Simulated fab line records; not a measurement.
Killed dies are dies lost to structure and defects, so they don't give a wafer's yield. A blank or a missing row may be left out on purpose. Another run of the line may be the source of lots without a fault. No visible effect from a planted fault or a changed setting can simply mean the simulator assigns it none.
fab line records | flow nandHarc
record: lots: 6 | wafers: 18 | lastDay: 32
route steps=1302 shown A_CONTACT@990 END@1302
lots untouched by any fault: they come from a run of this same line in which no faults occurred
startH: hours from the record's first day to the start of the lot's first wafer shown | waitH: hours elapsed since this lot's preceding step | " unchanged from the row above | L1.1+2: a row that stands for several wafers | - either no value or no given start | * or withheld: withheld | < > ~ a bound
route shown NAME@n: names a module that has steps shown in the file, with the first one's number in the route | usual: mean/standard deviation of fault-free wafers | same: alike in all rows | chamber/n: place in a boat | sites: the reading at each site | _std_site: standard deviation of those values | _edge_site: outer sites' mean less inner sites' | radiusMm: for every site, how far away it sits from the centre of the wafer | mask NAME#n: copy n | behind: the most recent tool/chamber to have shaped the wafer | hold: reason for holding the lot/hours on hold/outcome of the hold | device: transistor that didn't switch, given as n, p or np | end of line: tests run on the same wafers once the route is complete | for a step that has no rows: nothing shown but its recipe | killed: dies that structure and defects cost at the first sort, which is not the same as the wafer's yield | map: dies across one wafer; x = killed, . = not, _ = none there
set.NAME: setting as actually run; set.NAME@STEP: the setting as run at that earlier step | model.NAME: the simulator's own value behind a step, which no gauge read
lots seen at some steps along the route; tables by step, rows by wafer
services: when a tool's chamber went out of use (startH, in hours from the record's first day, below 0 if earlier), for how many hours, and the reason
== steps ==
step: NHARC_A_CONTACT_COAT_35
recipe: tempC: 225 | timeS: 65
step: NHARC_A_CONTACT_COAT_36
recipe: spinRpm: 1500 | resistThkNm: 90
step: NHARC_A_CONTACT_SOFTBAKE_37
recipe: tempC: 105 | timeS: 55
step: NHARC_A_CONTACT_EBR_38
step: NHARC_A_CONTACT_EXPOSE_39
recipe: na: 1.35 | sigmaOuter: 0.8 | doseMj: 58.79 | maskId: A_CC_3
step: NHARC_A_CONTACT_PEB_40
recipe: pebTempC: 100 | pebTimeS: 65
step: NHARC_A_CONTACT_DEVELOP_41
recipe: developTimeS: 35 | devTempC: 23
step: NHARC_A_CONTACT_CD_MEAS_42
recipe: targetCdNm: 300 | landingEnergyEv: 500
usual: cdNm: 300.0/0.42
same: landingEnergyEv: 500
lot.wafer | tool     | chamber | startH | waitH | cdNm
L815.4    | cdSem-01 | 0       | 508.45 | -     | 300.5
L815.5    | "        | 0       | "      | "     | 299.8
L815.6    | "        | 0       | "      | "     | 300.4
L817.1    | cdSem-02 | 0       | 533.83 | -     | 300.4
L817.2    | "        | 0       | "      | "     | 300.1
L817.5    | "        | 0       | "      | "     | 299.4
L819.2    | cdSem-01 | 0       | 539.96 | -     | 300.4
L819.4    | "        | 0       | "      | "     | 300.3
L819.6    | "        | 0       | "      | "     | 300.1
L826.1    | cdSem-02 | 0       | 616.92 | -     | 299.9
L826.2    | "        | 0       | "      | "     | 299.4
L826.5    | "        | 0       | "      | "     | 299.7
L831.1    | cdSem-01 | 0       | 683.04 | -     | 300.4
L831.3    | "        | 0       | "      | "     | 300.1
L831.6    | "        | 0       | "      | "     | 299.6
L832.3    | cdSem-01 | 0       | 688.53 | -     | 300.1
L832.4    | "        | 0       | "      | "     | 300.1
L832.6    | "        | 0       | "      | "     | 300.5
step: NHARC_A_CONTACT_OVL_MEAS_43
usual: overlayXNm: -0.1/0.83 | overlayYNm: -0.4/0.58
lot.wafer | tool       | chamber | startH | waitH | overlayXNm | overlayYNm
L815.4    | overlay-01 | -       | 508.53 | -     | -1.8       | -0.2
L815.5    | "          | -       | "      | "     | -1.8       | 0.5
L815.6    | "          | -       | "      | "     | -1.6       | 0.1
L817.1    | overlay-02 | -       | 533.92 | -     | 0.4        | -0.5
L817.2    | "          | -       | "      | "     | 0.3        | -0.3
L817.5    | "          | -       | "      | "     | -0.3       | -0.1
L819.2    | overlay-02 | -       | 540.05 | -     | 0.4        | -0.4
L819.4    | "          | -       | "      | "     | -0.1       | -0.3
L819.6    | "          | -       | "      | "     | 0.0        | -0.8
L826.1    | overlay-02 | -       | 617.01 | -     | -0.4       | -0.1
L826.2    | "          | -       | "      | "     | -0.6       | -0.6
L826.5    | "          | -       | "      | "     | -0.8       | 0.2
L831.1    | overlay-01 | -       | 683.13 | -     | 1.6        | -0.7
L831.3    | "          | -       | "      | "     | 2.2        | -0.7
L831.6    | "          | -       | "      | "     | 1.6        | 0.0
L832.3    | overlay-02 | -       | 688.61 | -     | -0.3       | -1.2
L832.4    | "          | -       | "      | "     | -0.2       | -0.5
L832.6    | "          | -       | "      | "     | 0.1        | -1.4
step: NHARC_A_CONTACT_INSPECT_44
usual: rawDefectCount: 87/33
lot.wafer | tool             | chamber | startH | waitH | rawDefectCount
L815.4    | defectInspect-01 | -       | 508.57 | 0.0   | 18
L815.5    | "                | -       | "      | "     | 20
L815.6    | "                | -       | "      | "     | 20
L817.1    | defectInspect-02 | -       | 533.95 | 0.0   | 131
L817.2    | "                | -       | "      | "     | 119
L817.5    | "                | -       | "      | "     | 109
L819.2    | defectInspect-02 | -       | 540.08 | 0.0   | 66
L819.4    | "                | -       | "      | "     | 63
L819.6    | "                | -       | "      | "     | 90
L826.1    | defectInspect-02 | -       | 617.05 | 0.0   | 153
L826.2    | "                | -       | "      | "     | 161
L826.5    | "                | -       | "      | "     | 119
L831.1    | defectInspect-02 | -       | 683.17 | 0.0   | 124
L831.3    | "                | -       | "      | "     | 115
L831.6    | "                | -       | "      | "     | 104
L832.3    | defectInspect-01 | -       | 688.65 | 0.0   | 27
L832.4    | "                | -       | "      | "     | 34
L832.6    | "                | -       | "      | "     | 34
step: NHARC_A_CONTACT_DESCUM_47
recipe: timeS: 3 | o2FlowSccm: 200 | arFlowSccm: 0 | biasPowerW: 0 | chemistry: O2
usual: drypumpMotorCurrentA: 5.8/0.48 | oesProductAu: 1.000/0.008 | rfVppV: 57.8/0.78 | showerheadPlenumPTorr: 1.91/0.072 | throttleValvePct: 11.311/0.0095
lot.wafer | tool       | chamber | startH | waitH | drypumpMotorCurrentA | oesProductAu | rfHoursCounterH | rfVppV | showerheadPlenumPTorr | throttleValvePct
L815.4    | rieDiel-11 | 2       | 508.66 | 0.1   | 5.4                  | 1.004        | 10              | 57.9   | 1.95                  | 11.311
L815.6    | "          | 3       | "      | "     | 6.5                  | 0.991        | -               | 57.5   | 1.80                  | 11.305
L815.5    | "          | 0       | "      | "     | 5.2                  | 1.004        | -               | 58.1   | 1.99                  | 11.312
L817.1    | rieDiel-11 | 2       | 534.02 | 0.1   | 5.4                  | 1.011        | 16              | 56.8   | 1.94                  | 11.320
L817.2    | "          | 0       | "      | "     | 5.2                  | 0.995        | 16              | 59.1   | 1.99                  | 11.311
L817.5    | "          | 3       | "      | "     | 6.5                  | 0.998        | -               | 56.6   | 1.80                  | 11.315
L819.4    | rieDiel-11 | 2       | 540.15 | 0.1   | 5.5                  | 1.003        | 17              | 56.1   | 1.94                  | 11.321
L819.2    | "          | 0       | "      | "     | 5.2                  | 1.007        | 18              | 57.7   | 1.99                  | 11.307
L819.6    | "          | 2       | "      | "     | 5.4                  | 1.000        | -               | 59.2   | 1.94                  | 11.308
L826.1    | rieDiel-08 | 3       | 617.12 | 0.1   | 6.0                  | 0.990        | 17              | 57.4   | 2.01                  | 11.323
L826.2    | "          | 0       | "      | "     | 6.4                  | 1.008        | 18              | 58.0   | 1.85                  | 11.323
L826.5    | "          | 2       | "      | "     | 6.2                  | 1.011        | -               | 57.2   | 1.92                  | 11.314
L831.3    | rieDiel-11 | 2       | 683.23 | 0.1   | 5.4                  | 1.009        | 11              | 59.0   | 1.94                  | 11.302
L831.1    | "          | 3       | "      | "     | 6.5                  | 0.997        | 10              | 56.3   | 1.79                  | 11.304
L831.6    | "          | 2       | "      | "     | 5.5                  | 1.004        | -               | 57.9   | 1.94                  | 11.294
L832.4    | rieDiel-11 | 3       | 688.71 | 0.1   | 6.6                  | 1.002        | 11              | 59.0   | 1.79                  | 11.295
L832.3    | "          | 2       | "      | "     | 5.5                  | 1.001        | 12              | 58.2   | 1.94                  | 11.317
L832.6    | "          | 3       | "      | "     | 6.5                  | 0.999        | -               | 58.5   | 1.79                  | 11.295
step: NHARC_A_CONTACT_ETCH_48
recipe: targetDepthA: 390 | overEtchFrac: 0.3 | timeS: 65 | ionEnergyEv: 80 | cf4FlowSccm: 150 | arFlowSccm: 0 | rfW: 300 | biasW: 100 | chemistry: CF4
usual: biasW: 99.97/0.27 | cf4FlowSccm: 150.0/0.44 | drypumpMotorCurrentA: 5.8/0.48 | oesProductAu: 1.000/0.008 | rfVppV: 151.3/1 | showerheadPlenumPTorr: 1.77/0.062 | throttleValvePct: 13.282/0.0094
lot.wafer | tool       | chamber | startH | waitH | biasW  | cf4FlowSccm | drypumpMotorCurrentA | oesProductAu | rfHoursCounterH | rfVppV | showerheadPlenumPTorr | throttleValvePct
L815.4    | rieDiel-11 | 3       | 508.72 | 0.1   | 100.04 | 150.1       | 6.5                  | 0.989        | 10              | 149.9  | 1.67                  | 13.276
L815.5    | "          | 2       | "      | "     | 99.63  | 150.1       | 5.5                  | 1.003        | -               | 151.2  | 1.80                  | 13.283
L815.6    | "          | 3       | "      | "     | 100.27 | 150.3       | 6.6                  | 0.985        | -               | 149.9  | 1.67                  | 13.288
L817.1    | rieDiel-11 | 3       | 534.11 | 0.1   | 100.35 | 150.5       | 6.6                  | 0.999        | 14              | 150.8  | 1.67                  | 13.271
L817.2    | "          | 1       | "      | "     | 99.94  | 150.3       | 5.5                  | 0.994        | 18              | 150.3  | 1.79                  | 13.270
L817.5    | "          | 2       | "      | "     | 100.10 | 149.6       | 5.4                  | 1.000        | -               | 152.3  | 1.80                  | 13.283
L819.4    | rieDiel-11 | 0       | 540.23 | 0.1   | 99.97  | 150.7       | 5.2                  | 1.024        | 18              | 152.2  | 1.83                  | 13.288
L819.2    | "          | 3       | "      | "     | 100.09 | 149.7       | 6.5                  | 1.002        | 15              | 151.3  | 1.67                  | 13.288
L819.6    | "          | 0       | "      | "     | 99.93  | 150.2       | 5.2                  | 1.010        | -               | 152.7  | 1.83                  | 13.276
L826.2    | rieDiel-08 | 2       | 617.20 | 0.1   | 100.10 | 150.6       | 6.2                  | 1.008        | 18              | 150.6  | 1.77                  | 13.291
L826.1    | "          | 0       | "      | "     | 99.80  | 150.0       | 6.4                  | 0.999        | 18              | 151.9  | 1.72                  | 13.282
L826.5    | "          | 1       | "      | "     | 100.03 | 150.5       | 5.7                  | 0.996        | -               | 149.9  | 1.71                  | 13.270
L831.3    | rieDiel-11 | 1       | 683.32 | 0.1   | 100.21 | 149.2       | 5.5                  | 0.989        | 10              | 151.9  | 1.78                  | 13.275
L831.1    | "          | 2       | "      | "     | 100.01 | 150.3       | 5.5                  | 1.004        | 11              | 151.2  | 1.79                  | 13.285
L831.6    | "          | 0       | "      | "     | 99.59  | 149.9       | 5.2                  | 0.999        | -               | 152.1  | 1.83                  | 13.269
L832.3    | rieDiel-11 | 1       | 688.79 | 0.1   | 100.21 | 149.2       | 5.5                  | 0.987        | 11              | 150.6  | 1.78                  | 13.277
L832.4    | "          | 3       | "      | "     | 99.60  | 150.3       | 6.5                  | 1.003        | 11              | 151.2  | 1.67                  | 13.299
L832.6    | "          | 1       | "      | "     | 100.09 | 150.0       | 5.5                  | 0.993        | -               | 152.6  | 1.78                  | 13.287
step: NHARC_A_CONTACT_ETCH_49
recipe: targetDepthA: 2600 | overEtchFrac: 0.3 | timeS: 475.3 | ionEnergyEv: 200 | n2FlowSccm: 150 | h2FlowSccm: 150 | arFlowSccm: 0 | rfW: 400 | biasW: 150 | chemistry: N2/H2
usual: biasW: 150.0/0.44 | chamberPressureMTorr: 29.998/0.025 | drypumpMotorCurrentA: 5.8/0.49 | oesProductAu: 1.000/0.0074 | rfVppV: 430.3/2.4 | showerheadPlenumPTorr: 2.03/0.081 | throttleValvePct: 14.171/0.0087
lot.wafer | tool       | chamber | startH | waitH | biasW | chamberPressureMTorr | drypumpMotorCurrentA | oesProductAu | rfHoursCounterH | rfVppV | showerheadPlenumPTorr | throttleValvePct
L815.4    | rieDiel-11 | 2       | 508.88 | -     | 149.9 | 29.984               | 5.4                  | 0.998        | 10              | 430.4  | 2.08                  | 14.175
L815.6    | "          | 0       | "      | "     | 150.0 | 30.000               | 5.2                  | 1.016        | -               | 433.8  | 2.12                  | 14.178
L815.5    | "          | 1       | "      | "     | 149.7 | 30.044               | 5.5                  | 0.991        | -               | 432.2  | 2.06                  | 14.165
L817.2    | rieDiel-11 | 1       | 534.26 | -     | 149.8 | 30.051               | 5.5                  | 0.994        | 18              | 429.7  | 2.06                  | 14.161
L817.1    | "          | 2       | "      | "     | 150.1 | 30.061               | 5.4                  | 1.001        | 16              | 431.7  | 2.07                  | 14.180
L817.5    | "          | 0       | "      | "     | 150.7 | 29.976               | 5.2                  | 1.005        | -               | 432.4  | 2.12                  | 14.176
L819.2    | rieDiel-11 | 0       | 540.32 | -     | 150.6 | 30.041               | 5.2                  | 1.011        | 18              | 432.5  | 2.12                  | 14.170
L819.4    | "          | 1       | "      | "     | 150.3 | 30.011               | 5.5                  | 0.996        | 19              | 429.8  | 2.06                  | 14.174
L819.6    | "          | 1       | "      | "     | 150.2 | 30.024               | 5.5                  | 0.993        | -               | 429.2  | 2.06                  | 14.169
L826.1    | rieDiel-08 | 2       | 617.28 | -     | 150.1 | 29.972               | 6.2                  | 1.010        | 19              | 430.9  | 2.05                  | 14.171
L826.2    | "          | 0       | "      | "     | 150.0 | 30.015               | 6.4                  | 1.000        | 18              | 428.2  | 1.97                  | 14.167
L826.5    | "          | 3       | "      | "     | 150.2 | 30.005               | 6.0                  | 1.003        | -               | 433.6  | 2.15                  | 14.163
L831.1    | rieDiel-11 | 2       | 683.40 | -     | -     | -                    | -                    | -            | -               | -      | -                     | -
L831.3    | "          | 1       | "      | "     | -     | -                    | -                    | -            | -               | -      | -                     | -
L831.6    | "          | 3       | "      | "     | -     | -                    | -                    | -            | -               | -      | -                     | -
L832.4    | rieDiel-11 | 3       | 688.95 | -     | -     | -                    | -                    | -            | -               | -      | -                     | -
L832.3    | "          | 0       | "      | "     | -     | -                    | -                    | -            | -               | -      | -                     | -
L832.6    | "          | 1       | "      | "     | -     | -                    | -                    | -            | -               | -      | -                     | -
step: NHARC_A_CONTACT_ETCH_50
recipe: targetDepthA: 1210 | timeS: 60.5 | cf4FlowSccm: 100 | chf3FlowSccm: 30 | arFlowSccm: 0 | rfW: 500 | biasW: 200 | chemistry: CF4/CHF3
usual: biasW: 200.0/0.63 | cf4FlowSccm: 100.00/0.26 | drypumpMotorCurrentA: 5.8/0.48 | oesProductAu: 0.958/0.022 | rfVppV: 370.4/2.1 | showerheadPlenumPTorr: 1.57/0.056 | throttleValvePct: 16.803/0.0097
lot.wafer | tool       | chamber | startH | waitH | biasW | cf4FlowSccm | drypumpMotorCurrentA | oesProductAu | rfHoursCounterH | rfVppV | showerheadPlenumPTorr | throttleValvePct
L815.4    | rieDiel-11 | 1       | -      | -     | 200.4 | 99.86       | 5.5                  | 0.980        | 12              | 370.5  | 1.59                  | 16.823
L815.5    | "          | 2       | "      | "     | 200.8 | 100.25      | 5.4                  | 0.988        | -               | 372.6  | 1.60                  | 16.795
L815.6    | "          | 3       | "      | "     | 199.4 | 99.84       | 6.5                  | 0.973        | -               | 369.3  | 1.49                  | 16.782
L817.2    | rieDiel-11 | 3       | -      | -     | 199.1 | 100.03      | 6.5                  | 0.972        | 15              | 368.1  | 1.49                  | 16.798
L817.1    | "          | 0       | "      | "     | 200.2 | 99.55       | 5.2                  | 0.982        | 17              | 373.1  | 1.63                  | 16.815
L817.5    | "          | 0       | "      | "     | 200.5 | 99.90       | 5.2                  | 0.991        | -               | 374.3  | 1.63                  | 16.802
L819.4    | rieDiel-11 | 3       | -      | -     | 200.7 | 100.07      | 6.5                  | 0.931        | 15              | 367.7  | 1.49                  | 16.791
L819.2    | "          | 1       | "      | "     | 198.8 | 99.54       | 5.5                  | 0.917        | 20              | 370.4  | 1.59                  | 16.812
L819.6    | "          | 3       | "      | "     | 199.6 | 100.42      | 6.5                  | 0.920        | -               | 367.4  | 1.49                  | 16.796
L826.1    | rieDiel-08 | 3       | -      | -     | 199.5 | 100.07      | 6.1                  | 0.922        | 17              | 371.6  | 1.65                  | 16.824
L826.2    | "          | 1       | "      | "     | 199.3 | 100.11      | 5.7                  | 0.916        | 20              | 370.1  | 1.52                  | 16.790
L826.5    | "          | 3       | "      | "     | 200.2 | 100.31      | 6.0                  | 0.926        | -               | 373.7  | 1.65                  | 16.801
L831.1    | rieDiel-11 | 0       | -      | -     | 201.1 | 100.05      | 5.2                  | 0.978        | 10              | 373.0  | 1.63                  | 16.796
L831.3    | "          | 3       | "      | "     | 200.5 | 100.01      | 6.5                  | 0.967        | 10              | 368.0  | 1.48                  | 16.817
L831.6    | "          | 0       | "      | "     | 201.5 | 100.22      | 5.2                  | 0.977        | -               | 372.5  | 1.63                  | 16.807
L832.4    | rieDiel-11 | 0       | -      | -     | 200.1 | 100.04      | 5.2                  | 0.971        | 11              | 372.3  | 1.63                  | 16.792
L832.3    | "          | 2       | "      | "     | 199.4 | 99.72       | 5.4                  | 0.998        | 12              | 370.6  | 1.59                  | 16.805
L832.6    | "          | 3       | "      | "     | 199.3 | 99.90       | 6.5                  | 0.965        | -               | 368.2  | 1.48                  | 16.796
step: NHARC_END_SORT_01
recipe: tempC: 25
usual: killedAtArray: 59/19 | killedAtOther: 0.6/0.85 | killedAtPeriphery: 3.8/2.5 | killedDies: 64/19 | killedOpen: 3.3/1.8 | killedShort: 2.2/1.6
same: grossDies: 677
lot.wafer | tool      | chamber | startH | waitH | killedAtArray | killedAtOther | killedAtPeriphery | killedDies | killedOpen | killedShort
L826.2    | prober-02 | 0       | 700.12 | 5.2   | 104           | 2             | 1                 | 107        | 6          | 1
L831.1    | prober-01 | 0       | 761.75 | 2.5   | 673           | 0             | 4                 | 677        | 4          | 4
L831.3    | prober-01 | 0       | 763.35 | 3.1   | 676           | 0             | 1                 | 677        | 4          | 0
L831.6    | prober-01 | 0       | 765.74 | 4.0   | 670           | 0             | 7                 | 677        | 5          | 5
L832.3    | prober-02 | 0       | 766.57 | 3.1   | 674           | 1             | 2                 | 677        | 1          | 1
L832.4    | prober-02 | 0       | 767.37 | 3.4   | 674           | 1             | 2                 | 677        | 3          | 0
L832.6    | prober-02 | 0       | 768.97 | 4.0   | 674           | 1             | 2                 | 677        | 3          | 2
killed by level:class
L826.2 A_SLIT:chamberFilmFlake=38 A_CHANNEL_HOLE_D1:chamberFilmFlake=23 A_CHANNEL_HOLE_D2:chamberFilmFlake=16 A_CONTACT:chamberFilmFlake=14 A_STAIRCASE:chamberFilmFlake=4 A_BONDPAD:chamberFilmFlake=3 A_M0:geometricParticle:open=2 STARTING-WAFER:geometricParticle:open=2
L831.1 A_CONTACT:areaEtch=591 A_CHANNEL_HOLE_D1:chamberFilmFlake=36 A_SLIT:chamberFilmFlake=35 A_DECK1_JOINT:geometricParticle:open=2 P_ZERO_WELL:chamberFilmFlake=2 A_CONTACT:chamberFilmFlake=2 P_GATE:geometricParticle:short=1 P_CONTACT:geometricParticle:open=1
L831.3 A_CONTACT:areaEtch=598 A_CHANNEL_HOLE_D1:chamberFilmFlake=35 A_SLIT:chamberFilmFlake=32 A_CHANNEL_FILL_D2:geometricParticle:open=2 A_DECK1_JOINT:chamberFilmFlake=2 A_CHANNEL_FILL_D2:chamberFilmFlake=2 A_STAIRCASE:chamberFilmFlake=2 A_CHANNEL_FILL_D1:geometricParticle:open=1
L831.6 A_CONTACT:areaEtch=588 A_SLIT:chamberFilmFlake=33 A_CHANNEL_HOLE_D1:chamberFilmFlake=32 A_WL_FILL:chamberFilmFlake=3 A_CONTACT:chamberFilmFlake=3 A_ONON_D1:geometricParticle:open=2 P_ZERO_WELL:chamberFilmFlake=2 A_STAIRCASE:chamberFilmFlake=2
L832.3 A_CONTACT:areaEtch=653 A_CHANNEL_HOLE_D1:chamberFilmFlake=15 A_SLIT:chamberFilmFlake=3 P_GATE:geometricParticle:open=1 STARTING-WAFER:geometricParticle:short=1 P_GATE:chamberFilmFlake=1 A_ZERO_WELL:chamberFilmFlake=1 A_DECK1_JOINT:chamberFilmFlake=1
L832.4 A_CONTACT:areaEtch=639 A_CHANNEL_HOLE_D1:chamberFilmFlake=9 A_SLIT:chamberFilmFlake=7 A_DECK1_JOINT:chamberFilmFlake=6 A_STAIRCASE:chamberFilmFlake=3 A_CONTACT:chamberFilmFlake=3 A_M1:chamberFilmFlake=3 P_CONTACT:geometricParticle:open=1
L832.6 A_CONTACT:areaEtch=637 A_CHANNEL_HOLE_D1:chamberFilmFlake=11 A_SLIT:chamberFilmFlake=10 A_STAIRCASE:chamberFilmFlake=5 A_M1:chamberFilmFlake=3 A_CONTACT:chamberFilmFlake=2 P_CONTACT:geometricParticle:open=1 A_CHANNEL_HOLE_D1:geometricParticle:open=1
map L831.1 (x killed, . not)
____________x____________
_________xxxxxxx_________
_______xxxxxxxxxxx_______
______xxxxxxxxxxxxx______
_____xxxxxxxxxxxxxxx_____
____xxxxxxxxxxxxxxxxx____
____xxxxxxxxxxxxxxxxx____
___xxxxxxxxxxxxxxxxxxx___
___xxxxxxxxxxxxxxxxxxx___
__xxxxxxxxxxxxxxxxxxxxx__
__xxxxxxxxxxxxxxxxxxxxx__
_xxxxxxxxxxxxxxxxxxxxxxx_
_xxxxxxxxxxxxxxxxxxxxxxx_
_xxxxxxxxxxxxxxxxxxxxxxx_
_xxxxxxxxxxxxxxxxxxxxxxx_
_xxxxxxxxxxxxxxxxxxxxxxx_
xxxxxxxxxxxxxxxxxxxxxxxxx
xxxxxxxxxxxxxxxxxxxxxxxxx
xxxxxxxxxxxxxxxxxxxxxxxxx
xxxxxxxxxxxxxxxxxxxxxxxxx
xxxxxxxxxxxxxxxxxxxxxxxxx
_xxxxxxxxxxxxxxxxxxxxxxx_
_xxxxxxxxxxxxxxxxxxxxxxx_
_xxxxxxxxxxxxxxxxxxxxxxx_
_xxxxxxxxxxxxxxxxxxxxxxx_
_xxxxxxxxxxxxxxxxxxxxxxx_
__xxxxxxxxxxxxxxxxxxxxx__
__xxxxxxxxxxxxxxxxxxxxx__
___xxxxxxxxxxxxxxxxxxx___
___xxxxxxxxxxxxxxxxxxx___
____xxxxxxxxxxxxxxxxx____
____xxxxxxxxxxxxxxxxx____
_____xxxxxxxxxxxxxxx_____
______xxxxxxxxxxxxx______
_______xxxxxxxxxxx_______
_________xxxxxxx_________
____________x____________
map L832.3 (x killed, . not)
____________x____________
_________xxxxxxx_________
_______xxxxxxxxxxx_______
______xxxxxxxxxxxxx______
_____xxxxxxxxxxxxxxx_____
____xxxxxxxxxxxxxxxxx____
____xxxxxxxxxxxxxxxxx____
___xxxxxxxxxxxxxxxxxxx___
___xxxxxxxxxxxxxxxxxxx___
__xxxxxxxxxxxxxxxxxxxxx__
__xxxxxxxxxxxxxxxxxxxxx__
_xxxxxxxxxxxxxxxxxxxxxxx_
_xxxxxxxxxxxxxxxxxxxxxxx_
_xxxxxxxxxxxxxxxxxxxxxxx_
_xxxxxxxxxxxxxxxxxxxxxxx_
_xxxxxxxxxxxxxxxxxxxxxxx_
xxxxxxxxxxxxxxxxxxxxxxxxx
xxxxxxxxxxxxxxxxxxxxxxxxx
xxxxxxxxxxxxxxxxxxxxxxxxx
xxxxxxxxxxxxxxxxxxxxxxxxx
xxxxxxxxxxxxxxxxxxxxxxxxx
_xxxxxxxxxxxxxxxxxxxxxxx_
_xxxxxxxxxxxxxxxxxxxxxxx_
_xxxxxxxxxxxxxxxxxxxxxxx_
_xxxxxxxxxxxxxxxxxxxxxxx_
_xxxxxxxxxxxxxxxxxxxxxxx_
__xxxxxxxxxxxxxxxxxxxxx__
__xxxxxxxxxxxxxxxxxxxxx__
___xxxxxxxxxxxxxxxxxxx___
___xxxxxxxxxxxxxxxxxxx___
____xxxxxxxxxxxxxxxxx____
____xxxxxxxxxxxxxxxxx____
_____xxxxxxxxxxxxxxx_____
______xxxxxxxxxxxxx______
_______xxxxxxxxxxx_______
_________xxxxxxx_________
____________x____________
== services ==
tool       | chamber | startH | hours | kind
rieDiel-11 | 0       | 491.90 | -     | clean
rieDiel-11 | 1       | 491.90 | -     | clean
rieDiel-11 | 2       | 491.90 | -     | clean
rieDiel-11 | 3       | 491.90 | -     | clean
rieDiel-11 | 0       | 516.41 | -     | clean
rieDiel-11 | 1       | 516.41 | -     | clean
rieDiel-11 | 2       | 516.41 | -     | clean
rieDiel-11 | 3       | 516.41 | -     | clean
rieDiel-11 | 0       | 541.03 | -     | clean
rieDiel-11 | 1       | 541.03 | -     | clean
rieDiel-11 | 2       | 541.03 | -     | clean
rieDiel-11 | 3       | 541.03 | -     | clean
rieDiel-08 | -       | 545.69 | 9.0   | pm
rieDiel-11 | 0       | 565.53 | -     | clean
rieDiel-11 | 1       | 565.53 | -     | clean
rieDiel-11 | 2       | 565.53 | -     | clean
rieDiel-11 | 3       | 565.53 | -     | clean
rieDiel-11 | 0       | 590.03 | -     | clean
rieDiel-11 | 1       | 590.03 | -     | clean
rieDiel-11 | 2       | 590.03 | -     | clean
rieDiel-11 | -       | 610.48 | 9.0   | pm
rieDiel-08 | 2       | 650.13 | 11.7  | repair
rieDiel-11 | 3       | 660.23 | 4.5   | repair
rieDiel-11 | 1       | 672.14 | 4.0   | repair
== key ==
firstSign: step: NHARC_A_CONTACT_ETCH_49 | reading: toolRecord | direction: missing
effect: step: NHARC_END_SORT_01 | reading: killedDies | direction: up | sigmas: 33 | usual: 64 | struck: 677
moreKillsBornAt: NHARC_A_CONTACT_ETCH_49@rieDiel-11: 3705
metAt NHARC_A_CONTACT_ETCH_49
struckWafers L831.1,L831.3,L831.6,L832.3,L832.4,L832.6
laterRowsLeftOut L831.1,L831.3,L831.6,L832.3,L832.4,L832.6
testerLeftOut L831,L832
onsetBetween 540.32 683.40
fault: kind: skippedStepWhole | tool: rieDiel-11 | chamber: - | onsetH: 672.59 | steps: NHARC_A_CONTACT_ETCH_49 | scope: struckLotsOnly
testerLeftOut: of these lots the tester's yield and bins aren't shown, on N5 and GAA mostly nor the transistor test; their killed dies are dies lost to structure and defects alone, not to doping, threshold or leakage, so they don't give the yield
laterRowsLeftOut: the simulator's readings of these wafers behind a module that went badly wrong aren't trusted and aren't shown, but for the sort
